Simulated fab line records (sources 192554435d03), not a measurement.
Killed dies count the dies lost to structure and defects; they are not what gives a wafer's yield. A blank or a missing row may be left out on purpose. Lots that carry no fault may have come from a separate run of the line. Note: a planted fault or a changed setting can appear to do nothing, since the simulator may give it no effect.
fab line records ; flow n5Finfet
[record] lots = 7; wafers = 19; lastDay = 19
route steps=1938 shown BEOL_M10@1502 BEOL_M15@1830
lots that met no fault: from a run of the same line without faults
startH: start of the lot's first displayed wafer, in hours after the record's first day ; waitH: time in hours since the lot's previous step ; " as in the row above ; L1.1+2: a row that stands for several wafers ; - no value, or no start was given ; * or withheld: withheld ; < > ~ a bound
route shown NAME@n: names a module that has steps shown in the file, with the first one's number in the route ; usual: mean/standard deviation of fault-free wafers ; same: alike in all rows ; chamber/n: place in a boat ; sites: readings site by site ; _std_site: standard deviation of those values ; _edge_site: outer sites' mean less inner sites' ; radiusMm: how far each site lies from the wafer's centre ; mask NAME#n: copy n ; behind: the last tool/chamber to shape the wafer ; hold: why the lot went on hold/how many hours it stayed there/how the hold came to an end ; device: names the non-switching transistor (n, p or np) ; end of line: tests run on the same wafers once the route is complete ; where a step has no rows: the recipe by itself ; killed: dies lost to structure and defects at the first sort, not the wafer's yield ; map: the dies of a wafer, with x for killed, . for not killed, _ for no die there
set.NAME: the setting that was run; set.NAME@STEP: the one run at that earlier step ; model.NAME: the simulator's own value behind a step, which no gauge read
one table for each step of the route and one row for each wafer, over a sample of lots
services: when a tool's chamber went out of use (startH, in hours from the record's first day, below 0 if earlier), for how many hours, and the reason
[[steps]]
[step N5_BEOL_M10_CD_MEAS_28]
[recipe] targetCdNm = 70; landingEnergyEv = 500; detector = seInlens; polarity = opening
[usual] cdNm = 69.7/1
lot.wafer;tool;chamber;startH;waitH;cdNm
L552.1;cdSem-02;0;275.66;-;69.5
L552.4;cdSem-02;0;275.66;-;71.6
L552.5;cdSem-02;0;275.66;-;69.8
L557.1;cdSem-02;0;321.12;-;68.3
L557.3;cdSem-02;0;321.12;-;68.6
L557.4;cdSem-02;0;321.12;-;69.6
L559.2;cdSem-02;0;333.86;-;70.0
L559.4;cdSem-02;0;333.86;-;70.6
L559.6;cdSem-02;0;333.86;-;69.7
L563.1;cdSem-02;0;337.00;-;69.6
L563.2;cdSem-02;0;337.00;-;70.0
L565.2;cdSem-02;0;368.60;-;69.7
L565.3;cdSem-02;0;368.60;-;71.2
L572.2;cdSem-01;0;403.62;-;68.7
L572.4;cdSem-01;0;403.62;-;69.8
L572.5;cdSem-01;0;403.62;-;69.2
L573.2;cdSem-03;0;410.59;-;70.8
L573.3;cdSem-03;0;410.59;-;71.3
L573.6;cdSem-03;0;410.59;-;70.0
[step N5_BEOL_M10_DESCUM_33]
[recipe] chemistry = O2; timeS = 7.9; sourcePowerW = 50; biasPowerW = 20; pressureMtorr = 20; rfFrequencyHz = 2.712e+07; tempC = 40; resist = CAR-ArF; o2FlowSccm = 225
[usual] drypumpMotorCurrentA = 5.9/0.48; oesProductAu = 0.81/0.09; rfVppV = 243.2/1.6; showerheadPlenumPTorr = 2.10/0.086; throttleValvePct = 20.4/0.37
lot.wafer;tool;chamber;startH;waitH;drypumpMotorCurrentA;oesProductAu;rfHoursCounterH;rfVppV;showerheadPlenumPTorr;throttleValvePct
L552.1;rieDiel-04;3;275.79;0.1;5.2;0.94;10;245.3;2.23;19.9
L552.4;rieDiel-04;1;275.79;0.1;6.4;0.88;43;243.0;2.13;20.1
L552.5;rieDiel-04;2;275.79;0.1;5.6;0.70;-;242.1;2.00;20.8
L557.1;rieDiel-04;3;321.21;0.0;5.2;0.89;27;244.9;2.23;20.0
L557.3;rieDiel-04;0;321.21;0.0;6.0;0.70;192;243.7;2.09;21.0
L557.4;rieDiel-04;2;321.21;0.0;5.6;0.68;240;241.9;1.99;20.9
L559.2;rieDiel-04;1;333.94;0.0;6.4;0.83;68;242.7;2.12;20.2
L559.4;rieDiel-04;0;333.94;0.0;6.0;0.70;197;242.8;2.09;21.0
L559.6;rieDiel-04;2;333.94;0.0;5.6;0.68;-;241.7;1.99;20.9
L563.1;rieDiel-04;0;337.08;0.0;6.0;0.70;199;242.3;2.09;21.0
L563.2;rieDiel-04;3;337.08;0.0;5.2;0.88;34;246.0;2.23;20.0
L565.2;rieDiel-04;3;368.69;0.0;5.2;0.86;46;245.5;2.22;20.0
L565.3;rieDiel-04;0;368.69;0.0;6.0;0.68;209;242.7;2.09;21.0
L572.2;rieDiel-01;1;403.71;0.0;5.8;0.81;103;241.7;2.02;20.5
L572.4;rieDiel-01;0;403.71;0.0;6.4;0.94;16;244.2;2.13;20.4
L572.5;rieDiel-01;1;403.71;0.0;5.8;0.81;-;241.5;2.02;20.5
L573.2;rieDiel-03;2;410.71;0.1;5.3;0.70;210;242.4;1.99;20.2
L573.3;rieDiel-03;1;410.71;0.1;5.2;0.83;75;242.9;2.12;20.1
L573.6;rieDiel-03;1;410.71;0.1;5.2;0.83;-;242.9;2.12;20.1
[step N5_BEOL_M10_TRENCH_ETCH_37]
[recipe] chemistry = C4F6/O2; targetDepthA = 1488.3; target = SiCOH_lowk; timeS = 48; ionEnergyEv = 250; pressureMtorr = 30; sourceW = 345; biasW = 185; Ar_flow_sccm = 300; C4F6_flow_sccm = 10; O2_flow_sccm = 10
[usual] drypumpMotorCurrentA = 5.9/0.48; oesProductAu = 0.80/0.089; rfVppV = 673/14; runLengthS = 71.6/0.36; showerheadPlenumPTorr = 2.85/0.12; throttleValvePct = 20.9/0.33
lot.wafer;tool;chamber;startH;waitH;drypumpMotorCurrentA;oesProductAu;rfHoursCounterH;rfVppV;runLengthS;showerheadPlenumPTorr;throttleValvePct
L552.1;rieDiel-04;3;276.10;-;5.2;0.92;10;700;71.9;3.02;20.4
L552.4;rieDiel-04;1;276.10;-;6.4;0.85;43;683;71.4;2.91;20.7
L552.5;rieDiel-04;2;276.10;-;5.6;0.68;-;686;71.4;2.70;21.2
L557.1;rieDiel-04;3;321.52;-;5.2;0.88;28;699;71.7;3.02;20.5
L557.3;rieDiel-04;0;321.52;-;6.0;0.70;192;661;70.9;2.83;21.5
L557.4;rieDiel-04;2;321.52;-;5.6;0.68;240;687;71.3;2.69;21.2
L559.2;rieDiel-04;1;334.25;-;6.4;0.81;68;682;67.8;2.89;20.7
L559.4;rieDiel-04;0;334.25;-;6.0;0.69;197;661;71.0;2.83;21.4
L559.6;rieDiel-04;2;334.25;-;5.6;0.68;-;686;71.5;2.69;21.2
L563.1;rieDiel-04;0;337.40;-;6.0;0.69;199;661;67.3;2.83;21.5
L563.2;rieDiel-04;3;337.40;-;5.2;0.87;34;699;67.9;3.01;20.5
L565.2;rieDiel-04;3;369.00;-;5.2;0.85;46;699;68.4;3.01;20.5
L565.3;rieDiel-04;0;369.00;-;6.0;0.69;209;662;71.0;2.83;21.5
L572.2;rieDiel-01;1;404.02;-;5.8;0.80;103;670;71.5;2.73;21.0
L572.4;rieDiel-01;0;404.02;-;6.4;0.94;16;650;71.4;2.92;21.0
L572.5;rieDiel-01;1;404.02;-;5.8;0.80;-;672;72.1;2.73;21.0
L573.2;rieDiel-03;2;411.03;-;5.3;0.69;210;670;71.7;2.71;20.7
L573.3;rieDiel-03;1;411.03;-;5.2;0.82;75;668;72.0;2.88;20.6
L573.6;rieDiel-03;1;411.03;-;5.2;0.81;-;668;72.2;2.88;20.6
[step N5_BEOL_M10_OCD_MEAS_38]
[usual] trenchDepthNm = 147.1/2.7
lot.wafer;tool;chamber;startH;waitH;trenchDepthNm
L552.1;ocd-02;-;276.28;-;147.8
L552.4;ocd-02;-;276.28;-;147.2
L552.5;ocd-02;-;276.28;-;144.9
L557.1;ocd-02;-;321.71;-;147.3
L557.3;ocd-02;-;321.71;-;144.0
L557.4;ocd-02;-;321.71;-;146.4
L559.2;ocd-02;-;334.44;-;135.1
L559.4;ocd-02;-;334.44;-;144.2
L559.6;ocd-02;-;334.44;-;147.1
L563.1;ocd-01;-;337.58;-;131.5
L563.2;ocd-01;-;337.58;-;134.1
L565.2;ocd-02;-;369.18;-;135.9
L565.3;ocd-02;-;369.18;-;143.8
L572.2;ocd-02;-;404.20;-;149.8
L572.4;ocd-02;-;404.20;-;145.3
L572.5;ocd-02;-;404.20;-;150.8
L573.2;ocd-01;-;411.21;-;143.3
L573.3;ocd-01;-;411.21;-;144.8
L573.6;ocd-01;-;411.21;-;144.1
[step N5_BEOL_M10_CURE_72]
[recipe] tempC = 370; timeS = 120; ambient = DMADMS/He; material = SiCOH_lowk
[usual] lampPowerPct = 52.32/0.052; wafer_temp_C_max = 371.9/0.84
lot.wafer;tool;chamber;startH;waitH;lampPowerPct;wafer_temp_C_max
L552.1;uvCure-01;1;276.48;0.0;52.28;371.6
L552.4;uvCure-01;1;276.48;0.0;52.39;372.4
L552.5;uvCure-01;1;276.48;0.0;52.32;371.5
L557.1;uvCure-03;1;321.90;0.0;52.36;372.6
L557.3;uvCure-03;1;321.90;0.0;52.26;373.3
L557.4;uvCure-03;1;321.90;0.0;52.30;372.9
L559.2;uvCure-01;2;334.68;0.1;52.33;371.7
L559.4;uvCure-01;2;334.68;0.1;52.29;371.6
L559.6;uvCure-01;2;334.68;0.1;52.36;371.7
L563.1;uvCure-02;2;337.77;0.0;52.30;371.5
L563.2;uvCure-02;2;337.77;0.0;52.43;371.3
L565.2;uvCure-02;1;369.43;0.1;52.39;373.0
L565.3;uvCure-02;1;369.43;0.1;52.28;373.1
L572.2;uvCure-03;1;404.47;0.1;52.42;372.2
L572.4;uvCure-03;1;404.47;0.1;52.38;374.0
L572.5;uvCure-03;1;404.47;0.1;52.33;374.3
L573.2;uvCure-03;0;411.48;0.1;52.24;371.8
L573.3;uvCure-03;0;411.48;0.1;52.28;372.1
L573.6;uvCure-03;0;411.48;0.1;52.35;372.2
[step N5_BEOL_M10_THK_MEAS_53]
[recipe] thkMeasGauge = xrf; reads = Cu_of_BEOL_M10_ECD_50
[usual] M10_THK = 137.6/2.9
lot.wafer;tool;chamber;startH;waitH;M10_THK[nm]
L552.1;filmMetro-02;-;279.48;-;138.3
L552.4;filmMetro-02;-;279.48;-;139.8
L552.5;filmMetro-02;-;279.48;-;137.5
L557.1;filmMetro-01;-;324.23;-;137.4
L557.3;filmMetro-01;-;324.23;-;134.5
L557.4;filmMetro-01;-;324.23;-;138.1
L559.2;filmMetro-02;-;336.64;-;123.2
L559.4;filmMetro-02;-;336.64;-;131.6
L559.6;filmMetro-02;-;336.64;-;134.1
L563.1;filmMetro-02;-;340.56;-;123.3
L563.2;filmMetro-02;-;340.56;-;125.7
L565.2;filmMetro-02;-;371.50;-;127.3
L565.3;filmMetro-02;-;371.50;-;135.3
L572.2;filmMetro-02;-;406.70;-;135.7
L572.4;filmMetro-02;-;406.70;-;130.4
L572.5;filmMetro-02;-;406.70;-;137.3
L573.2;filmMetro-01;-;413.65;-;131.6
L573.3;filmMetro-01;-;413.65;-;137.2
L573.6;filmMetro-01;-;413.65;-;134.2
[step N5_BEOL_M10_RS_MEAS_57]
[recipe] thkMeasGauge = four-point-probe; reads = Cu_of_BEOL_M10_ECD_50+Co_of_BEOL_M10_CVD_75+TaN_of_BEOL_M10_ALD_74
[usual] M10_RS = 0.153/0.0035
lot.wafer;tool;chamber;startH;waitH;M10_RS[ohm/sq]
L552.1;filmMetro-02;-;279.62;0.1;0.152
L552.4;filmMetro-02;-;279.62;0.1;0.150
L552.5;filmMetro-02;-;279.62;0.1;0.153
L557.1;filmMetro-01;-;324.38;0.1;0.153
L557.3;filmMetro-01;-;324.38;0.1;0.157
L557.4;filmMetro-01;-;324.38;0.1;0.153
L559.2;filmMetro-02;-;336.77;0.1;0.172
L559.4;filmMetro-02;-;336.77;0.1;0.160
L559.6;filmMetro-02;-;336.77;0.1;0.156
L563.1;filmMetro-01;-;340.70;0.1;0.175
L563.2;filmMetro-01;-;340.70;0.1;0.170
L565.2;filmMetro-02;-;371.63;0.1;0.166
L565.3;filmMetro-02;-;371.63;0.1;0.155
L572.2;filmMetro-02;-;406.87;0.1;0.153
L572.4;filmMetro-02;-;406.87;0.1;0.160
L572.5;filmMetro-02;-;406.87;0.1;0.151
L573.2;filmMetro-02;-;413.78;0.1;0.160
L573.3;filmMetro-02;-;413.78;0.1;0.154
L573.6;filmMetro-02;-;413.78;0.1;0.158
[step N5_BEOL_M15_RC_MEAS_101]
[usual] COMB_M10 = 1.5e-11/3.7e-12; COMB_M11 = 1.4e-11/3e-12; COMB_M12 = 6.2e-12/1.4e-12; COMB_M13 = 5e-12/1.1e-12; COMB_M14 = 3.6e-12/8.2e-13; COMB_M14_max_site = 5.2e-12/1.3e-12; COMB_M15 = 2.7e-12/7.1e-13; COMB_M15_max_site = 3.8e-12/9.9e-13; COMB_M5 = 3.9e-11/8.6e-12; COMB_M6 = 2.5e-11/5.7e-12; COMB_M7 = 2.6e-11/5.5e-12; COMB_M8 = 2.6e-11/5.4e-12; COMB_M9 = 1.43e-11/3e-12; SERP_M10 = 3.11/0.083; SERP_M10_max_site = 3.20/0.089; SERP_M11 = 3.07/0.073; SERP_M12 = 0.643/0.02; SERP_M13 = 0.310/0.0051; SERP_M14 = 0.163/0.0032; SERP_M5 = 38.7/1.9; SERP_M6 = 14.0/0.66; SERP_M6_max_site = 14.6/0.68; SERP_M7 = 13.8/0.55; SERP_M7_max_site = 14.3/0.62; SERP_M8 = 14.3/0.52; SERP_M9 = 3.05/0.079
lot.wafer;tool;chamber;startH;waitH;COMB_M10[S/m];COMB_M11[S/m];COMB_M12[S/m];COMB_M13[S/m];COMB_M14[S/m];COMB_M14_max_site[S/m];COMB_M15[S/m];COMB_M15_max_site[S/m];COMB_M5[S/m];COMB_M6[S/m];COMB_M7[S/m];COMB_M8[S/m];COMB_M9[S/m];SERP_M10[ohm/um];SERP_M10_max_site[ohm/um];SERP_M11[ohm/um];SERP_M12[ohm/um];SERP_M13[ohm/um];SERP_M14[ohm/um];SERP_M5[ohm/um];SERP_M6[ohm/um];SERP_M6_max_site[ohm/um];SERP_M7[ohm/um];SERP_M7_max_site[ohm/um];SERP_M8[ohm/um];SERP_M9[ohm/um]
L552.1;prober-02;0;309.63;0.0;1.9e-11;1.3e-11;6.8e-12;3.8e-12;2.6e-12;4.1e-12;1.7e-12;2.4e-12;4.3e-11;2.4e-11;2.3e-11;1.9e-11;1.56e-11;3.10;3.12;3.14;0.664;0.313;0.161;42.7;12.9;13.4;13.0;13.7;13.9;2.96
L552.4;prober-02;0;309.63;0.0;1.4e-11;2.1e-11;6e-12;4.8e-12;3.6e-12;6.9e-12;2.6e-12;3e-12;2.4e-11;3.1e-11;2.5e-11;1.9e-11;2.12e-11;2.98;3.18;3.13;0.644;0.304;0.163;37.5;13.6;14.2;14.1;14.6;13.6;2.94
L552.5;prober-02;0;309.63;0.0;1.3e-11;1.9e-11;6.1e-12;5.7e-12;3e-12;5.3e-12;1.8e-12;2.3e-12;4e-11;2.1e-11;2.6e-11;3e-11;9.3e-12;3.05;3.14;3.03;0.662;0.303;0.169;39.9;13.3;14.0;13.2;13.5;14.6;2.87
L557.1;prober-02;0;362.17;0.0;1.6e-11;2.1e-11;6.8e-12;4.9e-12;3.4e-12;5.6e-12;1.8e-12;3.3e-12;2.5e-11;1.9e-11;2.6e-11;2.3e-11;1.21e-11;3.11;3.18;3.15;0.651;0.312;0.162;37.1;13.9;15.0;12.9;13.4;14.0;3.04
L557.3;prober-02;0;362.17;0.0;1.6e-11;1.8e-11;8e-12;5.4e-12;3.7e-12;4.6e-12;1.8e-12;3.6e-12;3.6e-11;1.8e-11;3e-11;2.5e-11;9.2e-12;3.24;3.34;3.17;0.604;0.315;0.164;37.8;13.8;14.0;13.5;13.9;14.9;3.02
L557.4;prober-02;0;362.17;0.0;1.3e-11;1.3e-11;7.1e-12;4.9e-12;4.6e-12;6.9e-12;1.9e-12;2.7e-12;3.2e-11;3.4e-11;2.3e-11;2.4e-11;1.18e-11;3.11;3.23;3.11;0.652;0.324;0.164;38.6;14.4;15.3;13.9;14.4;13.8;3.06
L559.2;prober-01;0;366.81;0.2;2e-11;1.7e-11;4.7e-12;7.2e-12;4.2e-12;4.9e-12;3.1e-12;4.6e-12;3.7e-11;3e-11;2.4e-11;2e-11;1.35e-11;3.40;3.53;3.13;0.618;0.310;0.166;38.2;14.1;14.7;13.6;13.9;13.8;3.04
L559.4;prober-01;0;366.81;0.2;1.6e-11;1.5e-11;5.6e-12;4.3e-12;3.1e-12;5.6e-12;3.6e-12;4.6e-12;4.8e-11;4.2e-11;2.7e-11;2.8e-11;1.29e-11;3.17;3.23;3.23;0.611;0.311;0.164;39.8;15.1;15.7;13.8;14.0;13.9;3.12
L559.6;prober-01;0;366.81;0.2;2.3e-11;1.2e-11;4.8e-12;4.1e-12;4.6e-12;6.3e-12;2.8e-12;3.9e-12;4.1e-11;2.8e-11;3e-11;3.7e-11;1.07e-11;3.09;3.12;3.08;0.647;0.301;0.160;39.8;14.5;15.2;12.7;13.4;14.8;3.07
L563.1;prober-01;0;377.04;0.0;1.1e-11;1.6e-11;9.5e-12;3.9e-12;4.1e-12;5e-12;3.4e-12;4.6e-12;3.2e-11;2.2e-11;1.7e-11;2.8e-11;1.67e-11;3.53;3.57;3.01;0.671;0.312;0.158;37.3;14.4;14.9;14.0;14.4;14.7;3.02
L563.2;prober-01;0;377.04;0.0;1.2e-11;1.6e-11;6.9e-12;5.3e-12;3e-12;4.7e-12;4.2e-12;5.2e-12;3.7e-11;2.8e-11;3.1e-11;2.1e-11;1.36e-11;3.39;3.44;3.06;0.666;0.313;0.161;38.2;14.3;14.5;13.3;13.6;14.8;3.00
L565.2;prober-01;0;410.26;0.2;1.5e-11;1.4e-11;7.7e-12;4.2e-12;4.7e-12;7.3e-12;3e-12;3.8e-12;2.8e-11;1.3e-11;3.6e-11;1.8e-11;1.65e-11;3.33;3.39;3.03;0.643;0.308;0.162;38.8;13.0;13.8;13.7;13.9;14.7;3.01
L565.3;prober-01;0;410.26;0.2;1.6e-11;1.5e-11;6.6e-12;4.7e-12;5.4e-12;8.1e-12;4.8e-12;6.2e-12;3.1e-11;2.1e-11;2.5e-11;2e-11;1.55e-11;3.15;3.20;3.01;0.610;0.312;0.164;38.7;13.8;14.0;13.9;14.3;15.5;3.15
L572.2;prober-02;0;444.83;0.2;1.9e-11;1.4e-11;6.5e-12;4.1e-12;3.6e-12;5.3e-12;2.5e-12;3.5e-12;5.9e-11;1.4e-11;2.4e-11;2.9e-11;1.25e-11;3.11;3.17;3.09;0.617;0.317;0.160;36.5;14.7;15.2;13.9;14.8;14.5;3.04
L572.4;prober-02;0;444.83;0.2;1.4e-11;1.2e-11;4.1e-12;4.4e-12;3.7e-12;5.2e-12;2.1e-12;2.7e-12;5.8e-11;3.7e-11;3e-11;4.4e-11;1.39e-11;3.23;3.29;3.04;0.644;0.314;0.162;37.0;14.5;14.6;14.1;14.6;14.4;2.97
L572.5;prober-02;0;444.83;0.2;1.4e-11;1.7e-11;7.6e-12;3.1e-12;2.5e-12;4.7e-12;2.1e-12;3.1e-12;4.6e-11;4.1e-11;2.1e-11;3.3e-11;1.62e-11;3.07;3.11;2.97;0.652;0.314;0.159;36.5;14.8;15.5;14.0;14.4;14.3;2.96
L573.2;prober-02;0;446.93;0.2;1.3e-11;1.2e-11;4e-12;3.8e-12;3.8e-12;6e-12;2.4e-12;2.9e-12;3.6e-11;2.9e-11;3.2e-11;1.6e-11;2.12e-11;3.32;3.35;3.15;0.641;0.314;0.161;40.1;14.5;15.1;14.1;14.6;14.3;3.10
L573.3;prober-02;0;446.93;0.2;1.2e-11;1.5e-11;6.8e-12;5.1e-12;3.8e-12;5.8e-12;2e-12;8.2e-12;3.1e-11;3.6e-11;3.3e-11;2.4e-11;1.34e-11;3.11;3.18;3.09;0.654;0.306;0.164;42.1;13.8;14.3;13.7;14.1;14.1;3.01
L573.6;prober-02;0;446.93;0.2;1.6e-11;1.6e-11;5.4e-12;5.1e-12;2.9e-12;4.1e-12;3e-12;4.3e-12;2.7e-11;2.7e-11;2.9e-11;2.9e-11;1.34e-11;3.20;3.26;3.03;0.637;0.309;0.165;40.7;15.6;16.2;14.3;14.7;14.8;3.02
// sites SERP_M10 radiusMm=0,75,75,75,75,140,140,140,140
L552.1 3.10 3.08 3.12 3.10 3.10 3.10 3.01 3.07 3.05
L557.1 3.18 3.15 3.15 3.18 3.11 3.03 3.02 3.02 3.04
L559.2 3.32 3.39 3.41 3.40 3.33 3.42 3.50 3.53 3.40
L563.1 3.54 3.57 3.53 3.55 3.55 3.35 3.37 3.34 3.41
L565.2 3.35 3.36 3.33 3.39 3.29 3.32 3.30 3.34 3.24
L572.2 3.00 3.11 3.04 3.08 3.00 3.14 3.11 3.13 3.17
L573.2 3.34 3.32 3.32 3.35 3.34 3.23 3.24 3.19 3.23
[[services]]
tool;chamber;startH;hours;kind
rieDiel-03;1;252.93;10.3;repair
uvCure-03;-;259.69;0.6;repair
uvCure-03;-;261.86;7.1;pm
rieDiel-04;2;296.24;7.2;repair
rieDiel-03;3;303.59;-;clean
rieDiel-03;3;303.59;-;consumableReplace:focusRing
rieDiel-03;3;303.59;24.1;scheduledDown
rieDiel-03;3;303.59;24.1;ventCycle
rieDiel-01;0;335.79;-;clean
rieDiel-01;0;335.79;-;consumableReplace:focusRing
rieDiel-01;0;335.79;19.3;scheduledDown
uvCure-03;-;339.40;2.8;pm
uvCure-02;-;343.51;0.6;repair
rieDiel-03;0;346.69;3.6;repair
rieDiel-04;2;349.27;-;clean
rieDiel-04;2;349.27;-;consumableReplace:focusRing
rieDiel-04;2;349.27;-;consumableReplace:showerhead
rieDiel-04;2;349.27;16.0;scheduledDown
rieDiel-04;2;349.27;16.0;ventCycle
rieDiel-03;3;355.22;1.7;repair
rieDiel-03;0;357.58;3.6;repair
rieDiel-04;0;357.66;5.9;repair
uvCure-02;-;370.71;6.0;pm
rieDiel-03;-;374.21;0.7;repair
[[key]]
[firstSign] step = N5_BEOL_M10_TRENCH_ETCH_37; reading = runLengthS; direction = down; sigmas = 11; usual = *; struck = *
[effect] step = N5_BEOL_M10_OCD_MEAS_38; reading = trenchDepthNm; direction = down; sigmas = 4.7; usual = 147.1; struck = 134.1
[effect] step = N5_BEOL_M10_THK_MEAS_53; reading = M10_THK; direction = down; sigmas = 4.3; usual = 137.6; struck = 124.8
[effect] step = N5_BEOL_M10_RS_MEAS_57; reading = M10_RS; direction = up; sigmas = 4.9; usual = 0.153; struck = 0.171
[effect] step = N5_BEOL_M15_RC_MEAS_101; reading = SERP_M10; direction = up; sigmas = 3.7; usual = 3.11; struck = 3.41
metAt N5_BEOL_M10_TRENCH_ETCH_37
struckLots L559,L563,L565
struckWafers L559.2,L563.1,L563.2,L565.2
notActingAt N5_BEOL_M10_CD_MEAS_28,N5_BEOL_M10_DESCUM_33,N5_BEOL_M10_CURE_72
onsetBetween 321.52 334.25
[fault] kind = processParameterDrift; tool = rieDiel-04; chamber = -; onsetH = 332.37; steps = N5_BEOL_M10_TRENCH_ETCH_37; channel = timeS; offset = *; shape = step; endH = 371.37; scope = struckWafersOnly; actsIn = *; stated = *
